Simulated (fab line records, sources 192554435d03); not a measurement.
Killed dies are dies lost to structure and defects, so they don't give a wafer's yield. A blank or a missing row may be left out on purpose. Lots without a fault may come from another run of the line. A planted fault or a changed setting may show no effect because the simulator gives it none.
Which tool did it? | flow n5_finfet | 6 lots, 15 wafers sampled, at 5 steps of a route of 1938

WHAT THE GAUGES READ, wafer by wafer
N5_BEOL_M4_RC_MEAS_101.
lot  | measured     | on        | IOFF_P_LONG (nA/um)
L580 | day 8 13:19  | prober-01 | 8.5e-05 8.4e-05
L582 | day 9 03:02  | prober-01 | 0.000101 9.7e-05 8.9e-05
L584 | day 9 12:52  | prober-02 | 0.000103 0.000101
L586 | day 10 05:03 | prober-02 | 0.000104 0.000112 0.000112
L592 | day 11 08:22 | prober-01 | 0.000326 0.000105
L594 | day 12 02:47 | prober-01 | 0.000109 0.000327 0.000107

WHICH TOOL RAN EACH LOT (tool, then ch and the chambers of the sampled wafers, then the start)
lot  | N5_HKMG_FIN_ALD_74              | N5_BEOL_M4_ANNEAL_87         | N5_BEOL_M4_SPUTTER_88        | N5_BEOL_M4_ANNEAL_95
L580 | ald_hk-03 ch 2,3, day 4 19:17   | pvd_sputter-01, day 8 11:02  | pvd_sputter-01, day 8 11:11  | pvd_sputter-01, day 8 11:55
L582 | ald_hk-03 ch 0,2,3, day 5 05:40 | pvd_sputter-03, day 9 00:55  | pvd_sputter-03, day 9 01:03  | pvd_sputter-03, day 9 01:47
L584 | ald_hk-03 ch 2,3, day 5 19:25   | pvd_sputter-03, day 9 10:44  | pvd_sputter-03, day 9 10:53  | pvd_sputter-03, day 9 11:37
L586 | ald_hk-03 ch 0,2,3, day 6 06:35 | pvd_sputter-03, day 10 02:54 | pvd_sputter-03, day 10 03:02 | pvd_sputter-03, day 10 03:47
L592 | ald_hk-03 ch 0,3, day 7 17:16   | pvd_sputter-01, day 11 05:26 | pvd_sputter-01, day 11 05:34 | pvd_sputter-01, day 11 06:19
L594 | ald_hk-03 ch 0,2,3, day 8 04:58 | pvd_sputter-03, day 12 00:40 | pvd_sputter-03, day 12 00:48 | pvd_sputter-03, day 12 01:32
- N5_HKMG_FIN_ALD_74: deposits La2O3, target thk 0.5 nm, pulse time 6 s, co reactant pulse time 1 s.
- N5_BEOL_M4_ANNEAL_87: time 240 s.
- N5_BEOL_M4_SPUTTER_88: material Cu, target thk 4.5 nm, time 8.29 s.
- N5_BEOL_M4_ANNEAL_95: time 240 s.

THE ANSWER, worked out from the rows above alone
Rule: what is usual is taken from the lots themselves. Put in order of their means at a reading, lots are off if they are a third of the lots or fewer, leave a main group of 4 or more, and stand apart from it by a gap of 3 or more times the standard deviation of the main group's means; of several such gaps the widest counts. A main group whose means are all the same, to the digits that the tables above print for the reading, isn't used. A lot without any number at a reading at which 4 lots or more have one is off too. The other lots that the step has rows for count as sound.
Off: L592, L594, at N5_BEOL_M4_RC_MEAS_101 (IOFF_P_LONG). The main group: mean 0.000098 nA/um, standard deviation 9.1e-06.
A tool fits if, at a process step before that reading, it ran every lot that is off, and no sound lot after the first of them. The gauges at N5_BEOL_M4_RC_MEAS_101 are tried like those tools. Can't be told from this: 2 tools fit, ald_hk-03 at N5_HKMG_FIN_ALD_74, prober-01 at N5_BEOL_M4_RC_MEAS_101.

WHAT THE SIMULATOR HAD PUT IN
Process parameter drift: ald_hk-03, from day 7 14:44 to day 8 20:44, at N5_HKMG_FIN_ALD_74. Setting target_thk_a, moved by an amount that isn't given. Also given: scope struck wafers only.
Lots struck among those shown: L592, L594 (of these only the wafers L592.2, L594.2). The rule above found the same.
